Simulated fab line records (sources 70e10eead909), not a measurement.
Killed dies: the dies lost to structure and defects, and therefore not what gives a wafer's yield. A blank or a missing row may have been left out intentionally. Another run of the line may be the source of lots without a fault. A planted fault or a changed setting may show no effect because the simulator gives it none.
Matching of chambers | flow nand harc | 4 sister chambers for NHARC_A_CHANNEL_FILL_D2_ALD_02 on ald hk-01
The step deposits SiO2, target thk 6 nm, pulse time 10 s, ald cycles 60. 7 wafers are shown with their chamber, then 8 later ones without.

WAFERS, EACH WITH ITS CHAMBER
wafer  | chamber | heater power w (W) | precursor pulse height rel
L074.5 | 2       | 487                | 1.010
L084.3 | 0       | 525                | 0.978
L084.5 | 1       | 447                | 0.978
L090.1 | 1       | 451                | 1.003
L090.3 | 3       | 480                | 0.998
L090.5 | 0       | 520                | 1.016
L091.1 | 3       | 483                | 1.002

WAFERS WHOSE CHAMBER IS MISSING
wafer  | heater power w (W) | precursor pulse height rel
L091.3 | 526                | 0.996
L091.6 | 521                | 0.987
L095.1 | 510                | 1.008
L095.4 | 512                | 0.993
L095.5 | 435                | 1.039
L096.2 | 502                | 0.982
L096.3 | 525                | 1.031
L096.5 | 432                | 0.954

THE CHAMBER EACH PASSED THROUGH
wafer  | from the rows above          | in truth
L091.3 | 0                            | 0
L091.6 | 0                            | 0
L095.1 | 0                            | 0
L095.4 | 0                            | 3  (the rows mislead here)
L095.5 | 1                            | 1
L096.2 | can't be placed: 2 or 0 or 3 | 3
L096.3 | 0                            | 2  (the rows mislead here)
L096.5 | 1                            | 1
Correct placement for 5 of the 8. Not placeable from these rows: 1 (in 1, the candidates include the true chamber). Number placed wrongly: 2.
How it was worked out, from the rows above alone: a wafer's distance from a chamber is the root of the sum, over the readings, of the square of ((its reading less the chamber's mean) divided by the reading's scatter). If the next closest chamber is less than 2 further off than the closest, the wafer can't be placed; otherwise it belongs to the closest. A chamber's mean is the mean of its shown wafers. The scatter: the root of (the sum of the squares of (reading less its chamber's mean) over the shown wafers, divided by (wafers less chambers)).
